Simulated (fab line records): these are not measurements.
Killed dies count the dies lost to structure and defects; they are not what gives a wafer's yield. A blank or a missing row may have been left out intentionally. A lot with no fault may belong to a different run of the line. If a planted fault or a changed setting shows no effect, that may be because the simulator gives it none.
A single fault, viewed from 2 desks || flow nand harc || only its own numbers are on each desk; what lay behind them is given at the end

## FROM THE METROLOGY DESK
What the gauges read, lot by lot, whatever tool the lot ran on: means of the sampled wafers that have a number. Marked OUT: a lot whose mean sits more than 4 standard deviations from the usual mean, which makes it out of limits; the brackets give that distance.
Columns: A = cd nm at NHARC_THIN_TSV_CD_MEAS_37, usual 4999.5 nm
{"lot": "L738", "first seen here": "day 24 05:20", "A": 4997.7}
{"lot": "L739", "first seen here": "day 24 06:36", "A": 5000.8}
{"lot": "L748", "first seen here": "day 28 18:02", "A": 5000.1}
{"lot": "L749", "first seen here": "day 28 20:27", "A": 5002.2}
{"lot": "L751", "first seen here": "day 29 08:48", "A": 5001.2}
{"lot": "L753", "first seen here": "day 30 02:37", "A": 4997.9}
{"lot": "L752", "first seen here": "day 30 09:41", "A": 5001.8}
{"lot": "L754", "first seen here": "day 31 13:33", "A": 4999.7}
{"lot": "L756", "first seen here": "day 32 11:20", "A": 4998.4}
{"lot": "L757", "first seen here": "day 32 12:26", "A": 5000.1}
{"lot": "L758", "first seen here": "day 32 13:42", "A": 4998.2}
{"lot": "L760", "first seen here": "day 32 21:56", "A": 4999.2}
{"lot": "L761", "first seen here": "day 33 16:44", "A": 4999.0}
This desk found nothing out of limits on any of the 13 lots.

## DESK OF THE TOOL OWNER: acl dep-02
The tool's own readings at NHARC_A_STAIRCASE_HM_DEP_456 (deposits aC, target thk 3100 nm): means of the sampled wafers that have a number, for each lot that ran on this tool. Marked OUT: a lot whose mean sits more than 4 standard deviations from the usual mean, which makes it out of limits; the brackets give that distance.
Columns: A = throttle valve pct at NHARC_A_STAIRCASE_HM_DEP_456, usual 35.000 %
{"lot": "L738", "first seen here": "day 16 13:53", "A": 34.989}
{"lot": "L748", "first seen here": "day 20 19:44", "A": 34.999}
{"lot": "L749", "first seen here": "day 20 23:47", "A": 34.996}
This desk found nothing out of limits on any of the 3 lots.

## TAKEN TOGETHER
From the metrology desk's view, nothing was out of limits.
The tool owner's desk saw nothing out of limits.

## WHAT WAS PUT IN BY THE SIMULATOR
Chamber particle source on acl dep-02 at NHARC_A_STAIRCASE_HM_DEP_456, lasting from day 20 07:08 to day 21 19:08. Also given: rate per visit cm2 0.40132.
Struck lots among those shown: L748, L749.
